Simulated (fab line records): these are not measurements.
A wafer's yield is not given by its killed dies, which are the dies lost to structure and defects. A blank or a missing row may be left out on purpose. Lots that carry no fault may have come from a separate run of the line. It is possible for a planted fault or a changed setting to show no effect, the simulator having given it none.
The tool behind it: which one?	flow n5_finfet	Sampling: 24 lots, 72 wafers, 6 of 1938 route steps

WHAT THE GAUGES SHOWED, per wafer
N5_BEOL_M1_INSPECT_13: inspects for defects (brightfield).
lot	measured	on	raw_defect_count
L074	day 6 03:59	defect_inspect-01	490 443 403
L075	day 6 09:44	defect_inspect-01	328 461 532
L076	day 6 17:30	defect_inspect-01	340 442 470
L077	day 6 17:43	defect_inspect-01	297 399 337
L078	day 7 01:32	defect_inspect-02	357 556 327
L079	day 7 06:49	defect_inspect-01	204 266 324
L080	day 7 20:17	defect_inspect-02	347 317 361
L081	day 8 03:38	defect_inspect-01	385 349 412
L082	day 8 05:05	defect_inspect-02	315 481 453
L083	day 8 09:00	defect_inspect-01	284 295 398
L084	day 8 12:37	defect_inspect-01	377 372 421
L085	day 8 16:40	defect_inspect-01	330 326 303
L086	day 9 10:36	defect_inspect-02	406 531 423
L087	day 9 15:16	defect_inspect-02	535 389 464
L089	day 9 17:52	defect_inspect-02	467 563 602
L088	day 10 00:11	defect_inspect-01	493 464 511
L090	day 10 01:15	defect_inspect-01	286 320 343
L091	day 10 09:01	defect_inspect-02	681 600 634
L092	day 10 15:58	defect_inspect-02	511 569 570
L093	day 11 00:27	defect_inspect-02	366 470 479
L094	day 11 03:19	defect_inspect-01	267 272 325
L095	day 11 14:10	defect_inspect-01	459 490 368
L096	day 11 16:43	defect_inspect-01	339 370 339
L097	day 11 19:46	defect_inspect-02	348 304 466

N5_BEOL_M1_CD_MEAS_18: pitch 36 nm, target cd 18 nm.
lot	measured	on	cd_nm (nm)
L074	day 6 04:34	cd_sem-01	18.0 17.9 18.0
L075	day 6 11:11	cd_sem-01	17.7 17.5 17.6
L076	day 6 18:00	cd_sem-03	17.4 17.2 17.5
L077	day 6 18:16	cd_sem-03	17.1 17.2 17.3
L078	day 7 02:09	cd_sem-03	17.7 17.8 18.1
L079	day 7 07:31	cd_sem-02	17.5 17.9 17.8
L080	day 7 20:46	cd_sem-02	17.8 18.0 17.8
L081	day 8 04:11	cd_sem-03	18.1 17.7 17.2
L082	day 8 05:35	cd_sem-02	17.8 17.5 18.2
L083	day 8 09:29	cd_sem-03	17.8 17.7 17.8
L084	day 8 13:04	cd_sem-02	18.2 18.3 17.6
L085	day 8 17:11	cd_sem-01	17.6 17.4 18.2
L086	day 9 11:04	cd_sem-01	17.5 17.6 18.0
L087	day 9 15:44	cd_sem-03	18.3 18.2 17.8
L089	day 9 19:02	cd_sem-03	17.6 17.9 17.7
L088	day 10 00:39	cd_sem-02	17.7 18.2 17.3
L090	day 10 01:49	cd_sem-02	17.5 17.2 17.8
L091	day 10 09:36	cd_sem-03	18.4 18.0 17.6
L092	day 10 16:49	cd_sem-02	18.1 18.0 18.0
L093	day 11 01:00	cd_sem-01	18.1 18.2 18.6
L094	day 11 04:04	cd_sem-03	17.6 17.8 17.6
L095	day 11 14:37	cd_sem-02	17.9 18.1 17.9
L096	day 11 17:11	cd_sem-03	17.8 17.7 18.0
L097	day 11 20:13	cd_sem-01	17.9 17.9 17.5

WHICH TOOL RAN EACH LOT (tool, then ch and the chambers of the sampled wafers, then the start)
lot	N5_BEOL_M0_SURFACE_TREAT_137	N5_BEOL_M0_DEP_125	N5_BEOL_M1_DESCUM_16	N5_BEOL_M1_ETCH_74
L074	pvd_sputter-02, day 5 21:56	pecvd-01 ch 0,1, day 6 01:13	rie_diel-04 ch 0,1,2, day 6 04:02	rie_diel-04 ch 0,1,2, day 6 04:04
L075	pvd_sputter-01, day 6 04:23	pecvd-01 ch 0,1, day 6 08:25	rie_diel-02 ch 1,2, day 6 10:34	rie_diel-02 ch 1,2, day 6 10:36
L076	pvd_sputter-02, day 6 09:46	pecvd-02 ch 0,1, day 6 13:23	rie_diel-02 ch 0,3, day 6 17:32	rie_diel-02 ch 0,3, day 6 17:34
L077	pvd_sputter-01, day 6 11:59	pecvd-01 ch 0,2, day 6 15:47	rie_diel-02 ch 0,1, day 6 17:46	rie_diel-02 ch 0,1, day 6 17:47
L078	pvd_sputter-01, day 6 19:21	pecvd-01 ch 0,2, day 6 23:49	rie_diel-06 ch 0,1,2, day 7 01:43	rie_diel-06 ch 0,1,2, day 7 01:46
L079	pvd_sputter-03, day 7 03:07	pecvd-04 ch 0,1,2, day 7 05:16	rie_diel-02 ch 0,1,3, day 7 07:05	rie_diel-02 ch 0,1,3, day 7 07:07
L080	pvd_sputter-01, day 7 12:41	pecvd-04 ch 1,2, day 7 19:15	rie_diel-06 ch 0,1,2, day 7 20:20	rie_diel-06 ch 0,1,2, day 7 20:22
L081	pvd_sputter-01, day 7 19:54	pecvd-01 ch 1,2, day 8 02:44	rie_diel-06 ch 0,3, day 8 03:40	rie_diel-06 ch 0,3, day 8 03:41
L082	pvd_sputter-03, day 7 20:13	pecvd-01 ch 0,1, day 8 04:11	rie_diel-04 ch 0,1,2, day 8 05:07	rie_diel-04 ch 0,1,2, day 8 05:09
L083	pvd_sputter-02, day 8 01:39	pecvd-01 ch 0,1,2, day 8 06:29	rie_diel-06 ch 0,1,2, day 8 09:02	rie_diel-06 ch 0,1,2, day 8 09:04
L084	pvd_sputter-03, day 8 05:38	pecvd-04 ch 0,1,2, day 8 11:51	rie_diel-06 ch 2,3, day 8 12:38	rie_diel-06 ch 2,3, day 8 12:40
L085	pvd_sputter-01, day 8 09:16	pecvd-04 ch 0,1, day 8 15:12	rie_diel-04 ch 0,1, day 8 16:46	rie_diel-04 ch 0,1, day 8 16:47
L086	pvd_sputter-02, day 9 08:08	pecvd-01 ch 0,2, day 9 09:49	rie_diel-04 ch 0,1,3, day 9 10:38	rie_diel-04 ch 0,1,3, day 9 10:40
L087	pvd_sputter-02, day 9 10:18	pecvd-02 ch 0,1, day 9 13:37	rie_diel-02 ch 0,1,3, day 9 15:18	rie_diel-02 ch 0,1,3, day 9 15:20
L089	pvd_sputter-02, day 9 13:47	pecvd-01 ch 1,2, day 9 15:26	rie_diel-06 ch 0,1,3, day 9 18:35	rie_diel-06 ch 0,1,3, day 9 18:38
L088	pvd_sputter-03, day 9 20:11	pecvd-02 ch 1, day 9 21:53	rie_diel-04 ch 1,3, day 10 00:13	rie_diel-04 ch 1,3, day 10 00:15
L090	pvd_sputter-01, day 9 22:02	pecvd-04 ch 0,2, day 10 00:21	rie_diel-02 ch 1,3, day 10 01:23	rie_diel-02 ch 1,3, day 10 01:25
L091	pvd_sputter-01, day 10 05:08	pecvd-02 ch 0,1, day 10 06:55	rie_diel-02 ch 0,1,2, day 10 09:03	rie_diel-02 ch 0,1,2, day 10 09:05
L092	pvd_sputter-01, day 10 12:04	pecvd-02 ch 0,1, day 10 13:46	rie_diel-06 ch 0,1,2, day 10 16:23	rie_diel-06 ch 0,1,2, day 10 16:26
L093	pvd_sputter-01, day 10 21:25	pecvd-01 ch 0,2, day 10 23:19	rie_diel-06 ch 0,1,2, day 11 00:29	rie_diel-06 ch 0,1,2, day 11 00:31
L094	pvd_sputter-03, day 10 23:55	pecvd-04 ch 0,1, day 11 01:27	rie_diel-04 ch 1,2, day 11 03:38	rie_diel-04 ch 1,2, day 11 03:40
L095	pvd_sputter-01, day 11 11:18	pecvd-01 ch 0,2, day 11 12:54	rie_diel-04 ch 0,1,2, day 11 14:11	rie_diel-04 ch 0,1,2, day 11 14:14
L096	pvd_sputter-02, day 11 13:38	pecvd-04 ch 0,2, day 11 15:29	rie_diel-04 ch 1,2, day 11 16:45	rie_diel-04 ch 1,2, day 11 16:47
L097	pvd_sputter-02, day 11 15:11	pecvd-01 ch 1,2, day 11 17:04	rie_diel-06 ch 2,3, day 11 19:47	rie_diel-06 ch 2,3, day 11 19:50
- N5_BEOL_M0_SURFACE_TREAT_137
- N5_BEOL_M0_DEP_125: deposits SiCN from 3MS/NH3, target thk 8 nm, time 14 s.
- N5_BEOL_M1_DESCUM_16: chemistry O2, time 7 s.
- N5_BEOL_M1_ETCH_74: etches underlayer in N2/H2, target depth 6.5 nm, time 5.2 s.

AS READ BY THE TOOLS THEMSELVES (means over the sampled wafers that have a number; for cases with no such wafer, the mark the record gives instead)
N5_BEOL_M0_DEP_125.
lot	tool	showerhead_plenum_p_Torr (Torr)	showerhead_vpp_V (V)	throttle_valve_pct (%)
L074	pecvd-01	3.668	876	8.9
L075	pecvd-01	3.666	866	8.8
L076	pecvd-02	3.659	884	8.8
L077	pecvd-01	3.665	871	8.9
L078	pecvd-01	3.665	904	8.6
L079	pecvd-04	3.658	898	9.7
L080	pecvd-04	3.665	887	9.1
L081	pecvd-01	3.678	906	8.3
L082	pecvd-01	3.665	866	9.0
L083	pecvd-01	3.667	881	8.8
L084	pecvd-04	3.666	900	9.3
L085	pecvd-04	3.646	902	9.7
L086	pecvd-01	3.672	896	8.6
L087	pecvd-02	3.662	899	9.2
L089	pecvd-01	3.676	884	8.5
L088	pecvd-02	3.674	919	9.6
L090	pecvd-04	3.650	916	9.8
L091	pecvd-02	3.655	884	9.0
L092	pecvd-02	3.666	904	9.3
L093	pecvd-01	3.664	874	9.1
L094	pecvd-04	3.650	908	10.1
L095	pecvd-01	3.668	896	8.8
L096	pecvd-04	3.666	884	9.4
L097	pecvd-01	3.674	907	8.5

N5_BEOL_M1_DESCUM_16.
lot	tool	bias_power_w (W)	drypump_motor_current_A (A)	oes_product_au (a.u.)	rf_vpp_V (V)	showerhead_plenum_p_Torr (Torr)	throttle_valve_pct (%)
L074	rie_diel-04	20.03	5.4	0.82	243.3	2.12	20.41
L075	rie_diel-02	19.97	6.0	0.76	244.3	2.12	20.44
L076	rie_diel-02	20.04	5.2	0.74	243.7	2.12	20.53
L077	rie_diel-02	20.03	5.4	0.75	243.4	2.09	20.55
L078	rie_diel-06	19.98	5.4	0.74	243.6	2.12	20.52
L079	rie_diel-02	19.93	5.3	0.76	243.7	2.12	20.44
L080	rie_diel-06	20.01	5.4	0.73	244.4	2.12	20.52
L081	rie_diel-06	20.02	5.3	0.79	242.8	2.06	20.16
L082	rie_diel-04	20.02	5.4	0.80	244.3	2.11	20.42
L083	rie_diel-06	20.01	5.4	0.73	243.7	2.11	20.54
L084	rie_diel-06	19.96	6.1	0.90	243.5	2.07	20.42
L085	rie_diel-04	19.97	5.8	0.77	244.4	2.16	20.40
L086	rie_diel-04	19.98	5.5	0.79	243.0	2.15	20.44
L087	rie_diel-02	20.01	5.3	0.74	243.6	2.12	20.46
L089	rie_diel-06	20.01	5.6	0.79	243.6	2.09	20.34
L088	rie_diel-04	20.06	5.6	0.80	244.3	2.16	20.50
L090	rie_diel-02	19.98	5.5	0.76	243.9	2.12	20.34
L091	rie_diel-02	19.94	5.8	0.80	244.2	2.10	20.49
L092	rie_diel-06	19.98	5.4	0.71	242.5	2.11	20.56
L093	rie_diel-06	19.98	5.4	0.72	243.7	2.11	20.57
L094	rie_diel-04	20.03	5.4	0.80	242.9	2.08	20.52
L095	rie_diel-04	20.02	5.4	0.77	243.0	2.10	20.47
L096	rie_diel-04	19.93	5.4	0.78	243.2	2.08	20.53
L097	rie_diel-06	19.94	6.1	0.83	242.3	2.06	20.44

N5_BEOL_M1_ETCH_74.
lot	tool	drypump_motor_current_A (A)	etch_rf_on_time_s (s)	oes_product_au (a.u.)	rf_vpp_V (V)	showerhead_plenum_p_Torr (Torr)	throttle_valve_pct (%)
L074	rie_diel-04	5.5	5.11	0.70	523.3	2.56	17.81
L075	rie_diel-02	5.9	5.22	0.65	525.1	2.58	17.96
L076	rie_diel-02	5.2	5.36	0.62	525.4	2.58	18.10
L077	rie_diel-02	5.5	5.33	0.63	523.6	2.54	18.13
L078	rie_diel-06	5.4	5.16	0.63	524.4	2.57	17.95
L079	rie_diel-02	5.3	5.35	0.63	524.2	2.59	18.00
L080	rie_diel-06	5.4	5.24	0.63	525.4	2.57	17.96
L081	rie_diel-06	5.4	5.23	0.67	523.2	2.52	17.72
L082	rie_diel-04	5.4	5.11	0.70	524.4	2.56	17.82
L083	rie_diel-06	5.4	5.25	0.62	524.1	2.56	17.97
L084	rie_diel-06	6.1	5.11	0.76	523.9	2.52	17.93
L085	rie_diel-04	5.8	5.15	0.66	527.0	2.62	17.83
L086	rie_diel-04	5.5	5.13	0.68	525.0	2.59	17.80
L087	rie_diel-02	5.3	5.34	0.63	524.5	2.58	18.00
L089	rie_diel-06	5.6	5.19	0.66	523.5	2.55	17.86
L088	rie_diel-04	5.6	5.19	0.68	525.9	2.60	17.78
L090	rie_diel-02	5.5	5.24	0.65	523.8	2.59	17.90
L091	rie_diel-02	5.8	5.22	0.68	524.8	2.56	17.99
L092	rie_diel-06	5.4	5.19	0.61	523.8	2.56	18.00
L093	rie_diel-06	5.4	5.26	0.61	524.8	2.56	18.02
L094	rie_diel-04	5.4	5.16	0.69	522.4	2.51	17.91
L095	rie_diel-04	5.4	5.19	0.66	523.7	2.55	17.86
L096	rie_diel-04	5.4	5.22	0.68	522.8	2.51	17.91
L097	rie_diel-06	6.1	5.13	0.71	522.4	2.51	17.99

THE ANSWER, worked out from the rows above alone
Rule: the lots themselves supply what counts as usual. Put in order of their means at a reading, lots are off if they are a third of the lots or fewer, leave a main group of 4 or more, and stand apart from it by a gap of 3 or more times the standard deviation of the main group's means; of several such gaps the widest counts. The tables above print the reading to a certain number of digits; a main group whose means all agree to those digits is not used. Also off: a lot with no number at a reading for which 4 or more lots have one. Where the step has rows for the other lots, those lots are counted as sound. The gauges are gone through in route order, then the tools' own readings, and for those a lot's mean is taken as printed above. The first step at which some lot is off is used, and at that step the reading that is off furthest; a lot without a number counts as furthest.
Across all readings shown, no lot is off: no conclusion can be drawn from this.

WHAT WAS PUT IN BY THE SIMULATOR
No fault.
